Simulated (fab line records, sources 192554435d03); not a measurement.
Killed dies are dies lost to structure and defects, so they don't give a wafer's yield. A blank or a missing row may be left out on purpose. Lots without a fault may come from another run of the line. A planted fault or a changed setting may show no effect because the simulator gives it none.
fab line records | flow n5_finfet
record lots=7 wafers=21 last_day=16
route steps=1938 shown DUMMY_GATE@216
lots that met no fault: from a run of the same line without faults
start_h: hours from the record's first day to the start of the lot's first wafer shown | wait_h: hours since the lot's step before | " the same as in the row above | L1.1+2: a row that stands for several wafers | - no value, or no start given | * or withheld: withheld | < > ~ a bound
route shown NAME@n: a module of which the file shows steps, and the number in the route of the first | usual: mean/standard deviation of fault-free wafers | same: alike in all rows | chamber/n: place in a boat | sites: the reading at each site | _std_site: their standard deviation | _edge_site: outer sites' mean less inner sites' | radius_mm: how far each site lies from the wafer's centre | mask NAME#n: copy n | behind: the tool/chamber that last shaped the wafer | hold: why the lot was held/for how many hours/how that ended | device: the transistor (n, p or np) that didn't switch | end of line: the same wafers' tests at the end of the route | a step without rows: its recipe alone | killed: dies lost to structure and defects at the first sort, not the wafer's yield | map: a wafer's dies, x killed, . not, _ none there
set.NAME: the setting as run; set.NAME@STEP: as run at that earlier step | model.NAME: the simulator's own value behind a step, which no gauge read
lots at some steps of the route; a table a step, a row a wafer
services: from which hour (start_h, from the record's first day; less than 0 if before it) a tool's chamber was out of use, for how many hours, and why
## steps
# step N5_DUMMY_GATE_PRECLEAN_46
# recipe chemistry=DIW time_s=89.5 temp_c=23
# step N5_DUMMY_GATE_SRD_47
# recipe dry_time_s=32 dry=n2_spin spin_rpm=1500
# step N5_DUMMY_GATE_CMP_04
# recipe material=a-Si post_cmp_clean=alkaline_brush
# usual motor_current_A=10.2/1.1 time_to_endpoint_s=14/3.3
# columns lot.wafer tool chamber start_h wait_h motor_current_A time_to_endpoint_s
L572.2 cmp-01 1 53.76 0.1 9.3 18
L572.1 " 2 " " 11.1 15
L572.6 " 1 " " 9.6 18
L575.3 cmp-04 3 72.30 0.0 12.1 7
L575.4 " 2 " " 8.9 12
L575.6 " 3 " " 12.1 9
L576.1 cmp-04 0 76.66 0.1 9.6 17
L576.4 " 2 " " 9.2 17
L576.5 " 3 " " 11.4 10
L577.3 cmp-01 1 82.42 0.1 9.6 17
L577.2 " 3 " " 10.1 22
L577.6 " 0 " " 10.7 10
L578.1 cmp-04 3 91.52 0.0 12.1 11
L578.3 " 2 " " 9.2 17
L578.6 " 0 " " 10.0 18
L580.3 cmp-04 0 105.52 0.1 9.5 14
L580.6 " 1 " " 10.6 14
L580.5 " 2 " " 8.5 13
L588.1 cmp-01 1 150.51 0.1 9.5 20
L588.3 " 3 " " 10.0 20
L588.6 " 0 " " 11.1 11
# step N5_DUMMY_GATE_THK_MEAS_05
# usual thk_nm=72.4/1.5
# columns lot.wafer tool chamber start_h wait_h thk_nm
L572.1 film_metro-02 - 53.98 0.2 71.9
L572.2 " - " " 75.9
L572.6 " - " " 74.5
L575.3 film_metro-01 - 72.54 0.2 69.4
L575.4 " - " " 72.1
L575.6 " - " " 70.9
L576.1 film_metro-02 - 76.87 0.2 73.3
L576.4 " - " " 72.4
L576.5 " - " " 71.1
L577.2 film_metro-01 - 82.63 0.1 74.9
L577.3 " - " " 74.7
L577.6 " - " " 70.6
L578.1 film_metro-02 - 91.77 0.2 73.1
L578.3 " - " " 73.2
L578.6 " - " " 73.4
L580.3 film_metro-01 - 105.67 0.1 73.0
L580.5 " - " " 71.6
L580.6 " - " " 72.2
L588.1 film_metro-02 - 150.72 0.2 73.0
L588.3 " - " " 73.3
L588.6 " - " " 68.9
# step N5_DUMMY_GATE_HM_DEP_06
# recipe material=SiNx target_thk_a=800 precursor=DCS/NH3 temp_c=700 pressure_mtorr=300 time_s=5141
# step N5_DUMMY_GATE_PECVD_30
# recipe material=SiO2 target_thk_a=550 temp_c=400 precursor=TEOS/O2 pressure_torr=6.5 rf_w=withheld teos_flow_sccm=withheld gas=O2 flow_sccm=2650 time_s=10.8
# step N5_DUMMY_GATE_COAT_34
# recipe resist=SOC temp_c=250 time_s=60 spin_rpm=1500 resist_thk_nm=60
# step N5_DUMMY_GATE_COAT_35
# recipe resist=SiARC temp_c=220 time_s=60 spin_rpm=1500 resist_thk_nm=10
# step N5_DUMMY_GATE_COAT_28
# recipe resist=underlayer temp_c=205 time_s=60 spin_rpm=1500 resist_thk_nm=10
# step N5_DUMMY_GATE_COAT_09
# recipe resist=CAR-EUV spin_rpm=1500 resist_thk_nm=30
# step N5_DUMMY_GATE_EBR_11
# recipe solvent=PGMEA ebr_width_mm=1.5
# step N5_DUMMY_GATE_SOFTBAKE_10
# recipe temp_c=110 time_s=60 resist=CAR-EUV
# step N5_DUMMY_GATE_EXPOSE_12
# recipe mask_id=GATE na=0.33 source_shape=annular sigma_inner=0.2 sigma_outer=0.6 polarization=unpolarized target_cd_nm=25 dose_mj=34
# usual exposure_dose_mJ_cm2=34.11/0.036 focus_offset_nm=0.0/0.51
# columns lot.wafer tool chamber start_h wait_h mask exposure_dose_mJ_cm2 focus_offset_nm
L572.1 euv_scanner-01 0 58.34 - GATE#0 34.07 0.3
L572.2 " 0 " " GATE#0 34.10 -0.8
L572.6 " 0 " " GATE#0 34.04 0.8
L575.3 euv_scanner-01 0 76.72 - GATE#0 34.13 -0.5
L575.4 " 0 " " GATE#0 34.12 -1.1
L575.6 " 0 " " GATE#0 34.11 -0.5
L576.1 euv_scanner-02 - 81.16 - GATE#0 - -
L576.4 " - " " GATE#0 - -
L576.5 " - " " GATE#0 - -
L577.2 euv_scanner-02 - 86.80 - GATE#0 - -
L577.3 " - " " GATE#0 - -
L577.6 " - " " GATE#0 - -
L578.1 euv_scanner-01 - 96.05 - GATE#0 - -
L578.3 " - " " GATE#0 - -
L578.6 " - " " GATE#0 - -
L580.3 euv_scanner-01 0 109.99 - GATE#0 34.05 0.3
L580.5 " 0 " " GATE#0 34.10 -0.2
L580.6 " 0 " " GATE#0 34.14 0.5
L588.1 euv_scanner-02 0 155.01 - GATE#0 34.07 -0.2
L588.3 " 0 " " GATE#0 34.09 -0.9
L588.6 " 0 " " GATE#0 34.11 0.1
# step N5_DUMMY_GATE_PEB_13
# recipe peb_temp_c=100 peb_time_s=60 resist=CAR-EUV
## services
# columns tool chamber start_h hours kind
euv_scanner-02 - 31.38 - calibration
cmp-01 - 31.51 1.2 repair
euv_scanner-02 - 32.74 0.7 repair
euv_scanner-01 - 33.33 0.9 repair
euv_scanner-02 - 43.72 1.0 pm
euv_scanner-01 - 44.76 1.0 pm
cmp-04 - 46.58 4.0 pm
cmp-04 - 50.58 - consumable_replace:conditioner
cmp-04 - 50.58 - consumable_replace:pad
euv_scanner-01 0 54.69 - calibration
euv_scanner-02 - 57.86 4.6 pm
euv_scanner-02 0 93.39 - calibration
euv_scanner-02 - 99.87 1.0 pm
euv_scanner-01 - 100.91 1.0 pm
cmp-01 - 105.68 0.8 repair
euv_scanner-01 - 131.73 4.6 pm
cmp-01 - 153.97 4.1 pm
## key
first_sign step=N5_DUMMY_GATE_EXPOSE_12 reading=tool_record direction=missing
effect none on later readings
met_at N5_DUMMY_GATE_EXPOSE_12
struck_wafers L576.1,L576.4,L576.5,L577.2,L577.3,L577.6,L578.1,L578.3,L578.6
later_rows_left_out L576.1,L576.4,L576.5,L577.2,L577.3,L577.6,L578.1,L578.3,L578.6
sort_left_out L576.1,L576.4,L576.5,L577.2,L577.3,L577.6,L578.1,L578.3,L578.6
onset_between 76.72 81.16
fault kind=skipped_step_whole tool=euv_scanner-01,euv_scanner-02 chamber=- onset_h=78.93 steps=N5_DUMMY_GATE_EXPOSE_12 scope=struck_lots_only
# sort_left_out: the simulated sort isn't trusted on such a fault, so these wafers' sort isn't shown, and their yield isn't known
# later_rows_left_out: the simulator's readings of these wafers behind a module that went badly wrong aren't trusted and aren't shown, but for the sort
